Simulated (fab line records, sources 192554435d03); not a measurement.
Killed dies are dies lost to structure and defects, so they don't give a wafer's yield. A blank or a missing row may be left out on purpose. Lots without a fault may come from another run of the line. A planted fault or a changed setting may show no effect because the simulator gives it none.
Chamber matching | flow n5_finfet | N5_BEOL_M1_ETCH_69 on rie_diel-02: 4 sister chambers
The step etches SiARC in CF4, target depth 15.6 nm, time 26 s. 14 wafers are shown with their chamber, then 7 later ones without.

WAFERS WITH THEIR CHAMBER
wafer  | chamber | throttle_valve_pct (%) | etch_rf_on_time_s (s) | showerhead_plenum_p_Torr (Torr)
L075.2 | 0       | 15.50                  | 26.5                  | 2.02
L075.4 | 3       | 16.00                  | 26.3                  | 2.06
L075.6 | 2       | 15.57                  | 26.4                  | 2.00
L077.4 | 3       | 16.01                  | 26.5                  | 2.06
L077.5 | 2       | 15.58                  | 26.6                  | 2.00
L077.6 | 1       | 15.55                  | 27.1                  | 2.23
L079.2 | 3       | 16.01                  | 26.5                  | 2.06
L079.5 | 3       | 16.00                  | 26.4                  | 2.06
L079.6 | 1       | 15.55                  | 27.4                  | 2.22
L080.1 | 0       | 15.03                  | 26.3                  | 2.27
L080.2 | 3       | 16.03                  | 26.3                  | 2.05
L080.4 | 1       | 15.57                  | 27.2                  | 2.22
L082.1 | 1       | 15.55                  | 27.0                  | 2.22
L082.3 | 2       | 15.61                  | 26.5                  | 1.99

SIGNATURES (means of the wafers above)
reading                  | chamber 0 | chamber 1 | chamber 2 | chamber 3 | scatter within a chamber
throttle_valve_pct       | 15.2650   | 15.5550   | 15.5867   | 16.0100   | 0.106
etch_rf_on_time_s        | 26.400    | 27.175    | 26.500    | 26.400    | 0.129
showerhead_plenum_p_Torr | 2.1450    | 2.2225    | 1.9967    | 2.0580    | 0.0561
Rule: a wafer's distance from a chamber is the root of the sum, over the readings, of the square of ((its reading less the chamber's mean) divided by the reading's scatter). The wafer belongs to the nearest chamber; if the next one is less than 2 further off, it can't be placed. The scatter: the root of (the sum of the squares of (reading less its chamber's mean) over the shown wafers, divided by (wafers less chambers)).

WAFERS WITHOUT THEIR CHAMBER
wafer  | throttle_valve_pct (%) | etch_rf_on_time_s (s) | showerhead_plenum_p_Torr (Torr)
L082.4 | 16.03                  | 26.2                  | 2.05
L092.2 | 15.60                  | 26.7                  | 2.22
L092.3 | 15.08                  | 25.9                  | 2.26
L092.5 | 15.61                  | 26.8                  | 2.21
L093.1 | 15.08                  | 25.8                  | 2.26
L093.2 | 15.62                  | 26.0                  | 1.99
L093.6 | 15.61                  | 26.7                  | 2.21

WHICH CHAMBER EACH WENT THROUGH
wafer  | from the rows above               | in truth
L082.4 | 3                                 | 3
L092.2 | can't be placed: 1 or 0 or 2 or 3 | 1
L092.3 | 0                                 | 0
L092.5 | can't be placed: 1 or 2 or 0      | 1
L093.1 | 0                                 | 0
L093.2 | can't be placed: 2 or 3 or 0      | 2
L093.6 | can't be placed: 1 or 2 or 0 or 3 | 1
Placed correctly: 3 of 7. Can't be placed from these rows: 4 (the true chamber is among the candidates in 4). Placed wrongly: 0.
